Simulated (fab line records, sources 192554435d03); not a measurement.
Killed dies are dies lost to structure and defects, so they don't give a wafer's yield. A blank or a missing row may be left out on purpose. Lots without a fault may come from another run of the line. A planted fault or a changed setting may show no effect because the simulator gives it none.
Split-lot experiment | flow n5_finfet | 7 lots, 21 wafers read, on a route of 1938 steps

THE SPLIT
At N5_FIN_SAQP_COAT_50 (time 60 s, resist thk 35 nm), the setting spin_rpm was moved away from the recipe's 1500 rpm on 6 of the 21 wafers read, by -8.5% to +10.2%. The other wafers ran this setting at the recipe's value.

FROM THE SPLIT TO THE READING: what the file shows between them, 4 steps
- N5_FIN_SAQP_COAT_10: resist thk 90 nm
- N5_FIN_SAQP_EBR_12
- N5_FIN_SAQP_DESCUM_21: chemistry O2, time 7.9 s
- N5_FIN_SAQP_ETCH_51: etches SiARC in CF4, target depth 45.5 nm, time 75.8 s

THE READING
SiARC_of_FIN_SAQP_COAT_50.thk_nm (the simulator's own value, which no gauge read), in nm, at N5_FIN_SAQP_ETCH_52 (etches SOC in N2/H2, target depth 100 nm, overetch 20 nm, time 150 s). The file gives no usual value for it. The 15 wafers here that ran the recipe average 29.29 nm, standard deviation 0.22 nm.

wafer  | tool, chamber at the split | spin_rpm as run, rpm | against the recipe | SiARC_of_FIN_SAQP_COAT_50.thk_nm, nm | against lot-mates on the recipe
L078.1 | litho_track-04, 0          | 1500                 | recipe             | 29.2                                 | -
L078.3 | litho_track-04, 0          | 1653                 | +10.2%             | 27.6                                 | -1.49
L078.4 | litho_track-04, 0          | 1500                 | recipe             | 28.98                                | -
L081.1 | litho_track-04, 0          | 1442                 | -3.9%              | 30.34                                | +0.90
L081.2 | litho_track-04, 0          | 1500                 | recipe             | 29.57                                | -
L081.6 | litho_track-04, 0          | 1500                 | recipe             | 29.3                                 | -
L083.1 | litho_track-04, 0          | 1500                 | recipe             | 29.24                                | -
L083.2 | litho_track-04, 0          | 1372                 | -8.5%              | 30.65                                | +1.41
L083.6 | litho_track-04, 0          | 1372                 | -8.5%              | 30.56                                | +1.32
L084.1 | litho_track-04, 0          | 1500                 | recipe             | 29.57                                | -
L084.5 | litho_track-04, 0          | 1500                 | recipe             | 29.62                                | -
L084.6 | litho_track-04, 0          | 1500                 | recipe             | 29.42                                | -
L086.2 | litho_track-04, 0          | 1500                 | recipe             | 29.16                                | -
L086.4 | litho_track-04, 0          | 1500                 | recipe             | 29.38                                | -
L086.6 | litho_track-04, 0          | 1456                 | -2.9%              | 29.85                                | +0.58
L087.1 | litho_track-04, 0          | 1500                 | recipe             | 29.39                                | -
L087.3 | litho_track-04, 0          | 1500                 | recipe             | 29.18                                | -
L087.5 | litho_track-04, 0          | 1500                 | recipe             | 29.43                                | -
L091.1 | litho_track-02, 0          | 1500                 | recipe             | 29.03                                | -
L091.2 | litho_track-02, 0          | 1500                 | recipe             | 28.84                                | -
L091.5 | litho_track-02, 0          | 1400                 | -6.7%              | 30.07                                | +1.13

THE FIT
A straight line over all 21 wafers: SiARC_of_FIN_SAQP_COAT_50.thk_nm changes by -0.159 nm for each +1% of spin_rpm; r = -0.94; the points scatter about the line by 0.23 nm.
The same after taking each lot's own level away (the mean of its wafers on the recipe; 21 wafers): -0.159 nm for each +1%; r = -0.98; scatter 0.12 nm.
On that fit, the largest move of spin_rpm shifts the reading by 1.6 nm.
The lots' own levels span 28.935 to 29.537 nm, that is 2.7 times the standard deviation above.
So the lot-to-lot level changes the slope little: the two slopes agree.
Check: with one of the wafers moved furthest among these (+10.2%) left out of the fit, the line predicts -1.69 nm for it against its lot-mates. It came out at -1.49 nm against them.

OTHER SPLITS ON THESE WAFERS
These wafers also went through other splits before the reading. Each is held against what the fit with the lots' levels taken away leaves over:
other split on the same wafers | wafers away from the commonest value | r with SiARC_of_FIN_SAQP_COAT_50.thk_nm (lot level and that fit taken away)
N5_WELL_APT_COAT_02 spin_rpm   | 9                                    | +0.17
N5_WELL_APT_EXPOSE_05 dose_mj  | 10                                   | +0.02
N5_FIN_SAQP_PECVD_06 time_s    | 8                                    | -0.27

THE WHOLE CHAIN: every reading that the file lists as answering this split, in the file's order
step                | what it does                                                         | reading                                                                             | change (the file's fit)               | r (the file's)
N5_FIN_SAQP_COAT_50 | time 60 s, resist thk 35 nm                                          | SiARC_of_FIN_SAQP_COAT_50.thk_nm (the simulator's own value, which no gauge read)   | -0.169 nm for each +1% of the setting | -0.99
N5_FIN_SAQP_ETCH_51 | etches SiARC in CF4, target depth 45.5 nm, time 75.8 s               | etch.depth_nm (the simulator's own value, which no gauge read)                      | -0.169 nm for each +1% of the setting | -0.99
N5_FIN_SAQP_ETCH_51 | etches SiARC in CF4, target depth 45.5 nm, time 75.8 s               | CAR-ArF_of_FIN_SAQP_COAT_10.thk_nm (the simulator's own value, which no gauge read) | +0.178 nm for each +1% of the setting | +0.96
N5_FIN_SAQP_ETCH_52 | etches SOC in N2/H2, target depth 100 nm, overetch 20 nm, time 150 s | SiARC_of_FIN_SAQP_COAT_50.thk_nm (the simulator's own value, which no gauge read)   | -0.162 nm for each +1% of the setting | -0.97

THE FILE'S OWN FIT
SiARC_of_FIN_SAQP_COAT_50.thk_nm changes by -0.162 nm for each +1% of spin_rpm, r = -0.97.
